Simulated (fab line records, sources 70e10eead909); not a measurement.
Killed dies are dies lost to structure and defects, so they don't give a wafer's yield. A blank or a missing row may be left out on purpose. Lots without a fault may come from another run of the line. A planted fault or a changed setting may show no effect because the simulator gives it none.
fab line records | flow nand_harc
record lots=13 wafers=39 last_day=25
route steps=1159 shown A_CONTACT@935 A_BLC@975 END@1159
lots that met no fault: from a run of the same line without faults
start_h: hours from the record's first day to the start of the lot's first wafer shown | wait_h: hours since the lot's step before | " the same as in the row above | L1.1+2: a row that stands for several wafers | - no value, or no start given | * or withheld: withheld | < > ~ a bound
route shown NAME@n: a module of which the file shows steps, and the number in the route of the first | usual: mean/standard deviation of fault-free wafers | same: alike in all rows | chamber/n: place in a boat | sites: the reading at each site | _std_site: their standard deviation | _edge_site: outer sites' mean less inner sites' | radius_mm: how far each site lies from the wafer's centre | mask NAME#n: copy n | behind: the tool/chamber that last shaped the wafer | hold: why the lot was held/for how many hours/how that ended | device: the transistor (n, p or np) that didn't switch | end of line: the same wafers' tests at the end of the route | a step without rows: its recipe alone | killed: dies lost to structure and defects at the first sort, not the wafer's yield | map: a wafer's dies, x killed, . not, _ none there
set.NAME: the setting as run; set.NAME@STEP: as run at that earlier step | model.NAME: the simulator's own value behind a step, which no gauge read
steps of the route over a sample of lots; a table a step, a row a wafer
services: from which hour (start_h, from the record's first day; less than 0 if before it) a tool's chamber was out of use, for how many hours, and why
## steps
# step NHARC_A_CONTACT_CD_MEAS_08
# recipe target_cd_nm=100 landing_energy_ev=500
# usual cd_nm=99.9/0.62
# same landing_energy_ev=500
# columns lot.wafer tool chamber start_h wait_h cd_nm
L610.1 cd_sem-02 0 402.27 - 99.5
L610.2 " 0 " " 98.8
L610.5 " 0 " " 99.8
L614.1 cd_sem-03 0 420.61 - 101.5
L614.2 " 0 " " 101.4
L614.3 " 0 " " 100.9
L620.1 cd_sem-03 0 457.23 - 99.9
L620.3 " 0 " " 99.7
L620.5 " 0 " " 99.8
L623.2 cd_sem-01 0 457.85 - 99.5
L623.3 " 0 " " 99.2
L623.6 " 0 " " 99.8
L622.1 cd_sem-02 0 470.90 - 100.3
L622.3 " 0 " " 100.2
L622.5 " 0 " " 100.7
L624.1 cd_sem-02 0 474.31 - 98.8
L624.2 " 0 " " 99.4
L624.6 " 0 " " 99.1
L625.2 cd_sem-01 0 475.98 - 99.3
L625.3 " 0 " " 100.1
L625.4 " 0 " " 100.9
L626.4 cd_sem-03 0 502.01 - 100.9
L626.5 " 0 " " 100.5
L626.6 " 0 " " 100.6
L628.1 cd_sem-02 0 504.55 - 99.9
L628.2 " 0 " " 100.2
L628.3 " 0 " " 100.6
L627.3 cd_sem-03 0 508.07 - 99.2
L627.4 " 0 " " 100.0
L627.5 " 0 " " 99.7
L629.2 cd_sem-01 0 517.42 - 99.4
L629.4 " 0 " " 100.0
L629.6 " 0 " " 99.4
L630.2 cd_sem-01 0 518.21 - 99.9
L630.3 " 0 " " 99.6
L630.4 " 0 " " 100.5
L631.2 cd_sem-02 0 537.26 - 98.9
L631.3 " 0 " " 99.2
L631.6 " 0 " " 99.5
# step NHARC_A_CONTACT_ALD_18
# recipe target_thk_a=30 pulse_time_s=1 ald_cycles=150 temp_c=450 material=TiN
# usual heater_power_w=1115/99 precursor_pulse_height_rel=1.001/0.02
# columns lot.wafer tool chamber start_h wait_h heater_power_w precursor_pulse_height_rel
L610.1 ald_metal-01 1 406.03 - 1196 1.022
L610.2 " 3 " " 1292 1.031
L610.5 " 2 " " 1180 0.988
L614.2 ald_metal-01 3 424.50 - 1281 0.978
L614.1 " 1 " " 1257 0.996
L614.3 " 2 " " 1161 1.000
L620.1 ald_metal-02 2 461.66 - 1098 0.994
L620.3 " 3 " " 1072 0.966
L620.5 " 1 " " 1070 1.026
L623.3 ald_metal-04 0 462.22 - 939 1.004
L623.2 " 1 " " 1197 1.021
L623.6 " 0 " " 922 0.994
L622.1 ald_metal-04 2 474.75 - 1035 0.996
L622.3 " 3 " " 1041 0.996
L622.5 " 1 " " 1199 1.004
L624.1 ald_metal-01 0 477.72 - 1075 1.014
L624.2 " 2 " " 1162 0.992
L624.6 " 0 " " 1070 1.021
L625.3 ald_metal-01 3 479.49 - 1304 0.986
L625.4 " 0 " " 1078 0.999
L625.2 " 1 " " 1238 1.025
L626.4 ald_metal-02 0 505.98 - 1129 0.993
L626.5 " 3 " " 1096 0.957
L626.6 " 0 " " 1135 1.036
L628.3 ald_metal-01 1 508.20 - 1229 0.991
L628.2 " 3 " " 1305 1.003
L628.1 " 0 " " 1076 1.013
L627.3 ald_metal-01 3 512.30 - 1274 0.978
L627.4 " 0 " " 1077 0.995
L627.5 " 3 " " 1280 0.991
L629.2 ald_metal-01 0 520.86 - 1083 1.001
L629.4 " 2 " " 1163 0.989
L629.6 " 0 " " 1088 0.992
L630.3 ald_metal-04 3 521.64 - 1045 0.973
L630.4 " 0 " " 914 0.945
L630.2 " 1 " " 1206 1.011
L631.3 ald_metal-02 2 540.79 - 1122 0.996
L631.2 " 3 " " 1100 1.011
L631.6 " 1 " " 1062 1.023
# step NHARC_A_CONTACT_CMP_20
# recipe t_overpolish_s=30 target_thk_nm=300
# usual edge_zone_pressure_frac=1.000/0.0046 motor_current_A=11.9/1.2 overpolish_run_s=30.000/0.0086 slurry_flow_ml_min=149.9/0.51 time_to_endpoint_s=59/4
# columns lot.wafer tool chamber start_h wait_h edge_zone_pressure_frac motor_current_A overpolish_run_s slurry_flow_ml_min time_to_endpoint_s
L610.2 cmp-04 2 407.17 0.8 - - - - -
L610.1 " 3 " " - - - - -
L610.5 " 2 " " - - - - -
L614.3 cmp-02 2 427.70 0.5 - - - - -
L614.1 " 3 " " - - - - -
L614.2 " 0 " " - - - - -
L620.3 cmp-02 2 463.36 0.5 1.000 12.2 29.991 150.2 53
L620.1 " 3 " " 1.001 12.1 29.994 149.7 56
L620.5 " 3 " " 0.998 11.9 29.990 149.7 53
L623.3 cmp-04 3 463.52 0.4 1.004 12.7 30.001 149.3 58
L623.2 " 2 " " 0.996 9.0 29.995 149.3 57
L623.6 " 0 " " 0.994 12.5 30.020 149.2 60
L622.1 cmp-04 3 475.82 0.6 1.008 12.8 30.020 150.5 58
L622.3 " 0 " " 0.995 11.5 30.007 149.5 61
L622.5 " 0 " " 0.995 12.6 29.992 150.1 60
L624.2 cmp-02 2 481.11 0.8 1.002 11.9 29.991 150.3 57
L624.1 " 3 " " 1.001 11.4 30.001 150.6 55
L624.6 " 2 " " 0.995 12.1 30.006 149.9 59
L625.3 cmp-02 0 490.73 0.5 0.999 10.5 30.005 149.5 62
L625.4 " 2 " " 1.004 12.7 29.982 150.1 59
L625.2 " 3 " " 1.003 11.8 29.992 149.5 56
L626.4 cmp-02 0 508.81 0.6 1.009 11.7 29.981 149.8 58
L626.6 " 2 " " 1.007 11.7 29.986 149.9 55
L626.5 " 3 " " 0.992 12.0 30.004 149.9 53
L628.2 cmp-04 0 509.33 0.7 0.997 12.1 30.001 150.2 59
L628.3 " 1 " " 0.995 14.1 30.004 148.4 67
L628.1 " 2 " " 0.998 9.2 30.003 149.3 58
L627.4 cmp-02 0 518.40 0.5 0.998 11.0 29.996 150.4 59
L627.3 " 1 " " 0.997 12.9 29.999 149.7 61
L627.5 " 0 " " 1.002 11.0 30.002 149.7 58
L629.2 cmp-04 0 526.86 0.7 1.002 12.0 30.011 149.4 56
L629.4 " 1 " " 1.004 13.9 30.001 150.4 65
L629.6 " 3 " " 0.997 13.3 30.004 149.8 55
L630.4 cmp-02 0 527.40 0.5 1.000 11.4 29.998 150.3 61
L630.2 " 1 " " 0.993 12.1 30.005 150.0 62
L630.3 " 3 " " 1.007 12.2 29.996 149.6 52
L631.2 cmp-04 3 543.04 0.7 1.002 13.2 30.012 150.0 57
L631.3 " 0 " " 1.001 12.2 29.997 149.1 61
L631.6 " 3 " " 1.006 13.4 29.994 150.1 59
# step NHARC_A_CONTACT_INSPECT_23
# usual raw_defect_count=400/130
# columns lot.wafer tool chamber start_h wait_h raw_defect_count
L610.1 defect_inspect-02 - 407.55 0.1 2502
L610.2 " - " " 2443
L610.5 " - " " 2418
L614.1 defect_inspect-01 - 428.08 0.1 2344
L614.2 " - " " 2580
L614.3 " - " " 2533
L620.1 defect_inspect-01 - 463.76 0.1 537
L620.3 " - " " 449
L620.5 " - " " 522
L623.2 defect_inspect-01 - 463.92 0.1 468
L623.3 " - " " 277
L623.6 " - " " 313
L622.1 defect_inspect-02 - 476.22 0.1 862
L622.3 " - " " 452
L622.5 " - " " 563
L624.1 defect_inspect-02 - 481.51 0.1 529
L624.2 " - " " 341
L624.6 " - " " 535
L625.2 defect_inspect-02 - 491.14 0.1 295
L625.3 " - " " 236
L625.4 " - " " 314
L626.4 defect_inspect-01 - 509.17 0.1 501
L626.5 " - " " 598
L626.6 " - " " 349
L628.1 defect_inspect-01 - 509.71 0.1 312
L628.2 " - " " 417
L628.3 " - " " 301
L627.3 defect_inspect-02 - 518.81 0.1 374
L627.4 " - " " 457
L627.5 " - " " 326
L629.2 defect_inspect-02 - 527.22 0.1 303
L629.4 " - " " 376
L629.6 " - " " 397
L630.2 defect_inspect-02 - 527.81 0.1 545
L630.3 " - " " 356
L630.4 " - " " 687
L631.2 defect_inspect-02 - 543.42 0.1 305
L631.3 " - " " 344
L631.6 " - " " 283
# step NHARC_A_BLC_OVL_MEAS_11
# usual overlay_x_nm=0.0/0.79 overlay_y_nm=-0.1/0.76
# columns lot.wafer tool chamber start_h wait_h overlay_x_nm overlay_y_nm
L620.1 overlay-02 - 464.36 - -0.6 -1.0
L620.3 " - " " -0.3 -0.6
L620.5 " - " " -1.0 -1.3
L623.2 overlay-01 - 464.52 - 0.6 -0.3
L623.3 " - " " 0.3 -0.3
L623.6 " - " " 0.1 -0.8
L622.1 overlay-01 - 476.83 - 0.5 -0.5
L622.3 " - " " 0.1 -0.4
L622.5 " - " " 0.8 -0.1
L624.1 overlay-01 - 481.98 - -0.7 -1.7
L624.2 " - " " -0.5 -1.1
L624.6 " - " " -0.6 -1.0
L625.2 overlay-01 - 491.73 - 1.2 -0.5
L625.3 " - " " 1.1 -0.3
L625.4 " - " " 1.0 -1.4
L626.4 overlay-02 - 509.79 - 1.3 0.0
L626.5 " - " " 0.8 -0.6
L626.6 " - " " 1.0 0.7
L628.1 overlay-02 - 510.21 - -0.7 -0.6
L628.2 " - " " -0.3 -0.3
L628.3 " - " " -0.4 -0.6
L627.3 overlay-02 - 519.41 - -0.1 -0.6
L627.4 " - " " -0.3 0.0
L627.5 " - " " -0.8 -0.7
L629.2 overlay-02 - 527.82 - 0.9 0.9
L629.4 " - " " 0.6 0.2
L629.6 " - " " 0.3 0.5
L630.2 overlay-01 - 528.28 - -1.1 0.5
L630.3 " - " " -1.1 0.4
L630.4 " - " " -1.1 0.4
L631.2 overlay-01 - 543.89 - 0.4 0.8
L631.3 " - " " 0.0 1.2
L631.6 " - " " -0.1 0.5
# step NHARC_END_SORT_01
# recipe temp_c=25
# usual killed_at_array=27/10 killed_at_other=0.6/0.96 killed_at_periphery=3.4/2.7 killed_dies=31/10 killed_open=2.9/1.8 killed_short=1.8/1.4
# same gross_dies=677
# columns lot.wafer tool chamber start_h wait_h killed_at_array killed_at_other killed_at_periphery killed_dies killed_open killed_short
L610.1 prober-02 0 472.70 2.5 667 3 7 677 2 4
L610.2 prober-02 0 473.49 2.8 672 0 5 677 1 1
L610.5 prober-02 0 475.87 3.7 672 0 5 677 1 3
L614.1 prober-01 0 472.96 2.5 675 0 2 677 2 3
L614.2 prober-01 0 473.76 2.8 676 0 1 677 1 0
L614.3 prober-01 0 474.55 3.1 673 0 4 677 3 1
# killed by level:class
L610.1 A_CONTACT:area_cmp=642 A_CONTACT:chamber_film_flake=11 A_SLIT:chamber_film_flake=5 P_STI:chamber_film_flake=3 A_STAIRCASE:chamber_film_flake=3 P_M0:geometric_particle:short=2 STARTING-WAFER:geometric_particle:short=2 A_CHANNEL_HOLE_D1:chamber_film_flake=2
L614.1 A_CONTACT:area_cmp=643 A_CHANNEL_HOLE_D1:chamber_film_flake=9 A_SLIT:chamber_film_flake=9 A_BLC:chamber_film_flake=5 A_STAIRCASE:chamber_film_flake=3 P_M0:geometric_particle:short=1 A_ONON_D1:geometric_particle:short=1 A_WL_FILL:geometric_particle:open=1
L610.2 A_CONTACT:area_cmp=648 A_SLIT:chamber_film_flake=10 A_CHANNEL_FILL_D1:chamber_film_flake=4 A_STAIRCASE:chamber_film_flake=4 P_ZERO_WELL:chamber_film_flake=2 P_GATE:chamber_film_flake=2 A_CONTACT:chamber_film_flake=2 A_CHANNEL_FILL_D1:geometric_particle:short=1
L614.2 A_CONTACT:area_cmp=642 A_SLIT:chamber_film_flake=17 A_CHANNEL_HOLE_D1:chamber_film_flake=6 A_STAIRCASE:chamber_film_flake=4 A_ZERO_WELL:chamber_film_flake=2 A_WL_FILL:chamber_film_flake=2 A_BLC:chamber_film_flake=2 P_STI:geometric_particle:open=1
L614.3 A_CONTACT:area_cmp=626 A_CHANNEL_HOLE_D1:chamber_film_flake=19 A_SLIT:chamber_film_flake=10 A_WL_FILL:chamber_film_flake=6 A_BLC:chamber_film_flake=4 A_STAIRCASE:chamber_film_flake=4 A_ZERO_WELL:chamber_film_flake=2 P_CONTACT:geometric_particle:open=1
L610.5 A_CONTACT:area_cmp=652 A_SLIT:chamber_film_flake=14 A_CONTACT:chamber_film_flake=4 A_CHANNEL_HOLE_D1:chamber_film_flake=2 P_GATE:geometric_particle:short=1 P_M0:geometric_particle:short=1 P_M1:geometric_particle:open=1 P_M1:geometric_particle:short=1
## services
# columns tool chamber start_h hours kind
cmp-02 - 391.04 3.0 repair
cmp-04 - 399.31 4.0 pm
ald_metal-04 2 401.75 31.6 repair
ald_metal-04 - 406.00 10.0 pm
cmp-02 - 422.50 4.0 pm
cmp-02 - 426.50 - consumable_replace:conditioner
cmp-02 - 426.50 - consumable_replace:pad
ald_metal-01 - 458.02 10.0 pm
ald_metal-01 0 458.02 10.0 vent_cycle
ald_metal-01 1 458.02 10.0 vent_cycle
ald_metal-01 2 458.02 10.0 vent_cycle
ald_metal-01 3 458.02 10.0 vent_cycle
ald_metal-04 1 467.59 3.9 repair
ald_metal-01 0 468.02 - clean
cmp-02 - 468.32 0.9 repair
cmp-02 - 473.66 3.9 repair
cmp-04 - 481.20 1.2 repair
cmp-04 - 497.31 4.0 pm
ald_metal-01 - 500.00 0.3 repair
cmp-04 - 509.81 0.3 repair
ald_metal-02 3 512.45 13.3 repair
cmp-02 - 520.50 4.0 pm
ald_metal-02 - 523.29 3.0 repair
ald_metal-02 - 542.00 10.0 pm
## key
first_sign step=NHARC_A_CONTACT_CMP_20 reading=tool_record direction=missing
effect step=NHARC_A_CONTACT_INSPECT_23 reading=raw_defect_count direction=up sigmas=16 usual=400 struck=2470
effect step=NHARC_END_SORT_01 reading=killed_dies direction=up sigmas=65 usual=31 struck=677
more_kills_born_at NHARC_A_CONTACT_CMP_20@cmp-04=1942 NHARC_A_CONTACT_CMP_20@cmp-02=1911
met_at NHARC_A_CONTACT_CMP_20
struck_lots L610,L614
later_rows_left_out L610.1,L610.2,L610.5,L614.1,L614.2,L614.3
tester_left_out L610,L614
not_acting_at NHARC_A_CONTACT_CD_MEAS_08,NHARC_A_CONTACT_ALD_18,NHARC_A_BLC_OVL_MEAS_11
fault kind=skipped_step_whole tool=cmp-02,cmp-04 chamber=- onset_h=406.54 steps=NHARC_A_CONTACT_CMP_20 scope=struck_lots_only
# tester_left_out: of these lots the tester's yield and bins aren't shown, on N5 and GAA mostly nor the transistor test; their killed dies are dies lost to structure and defects alone, not to doping, threshold or leakage, so they don't give the yield
# later_rows_left_out: the simulator's readings of these wafers behind a module that went badly wrong aren't trusted and aren't shown, but for the sort
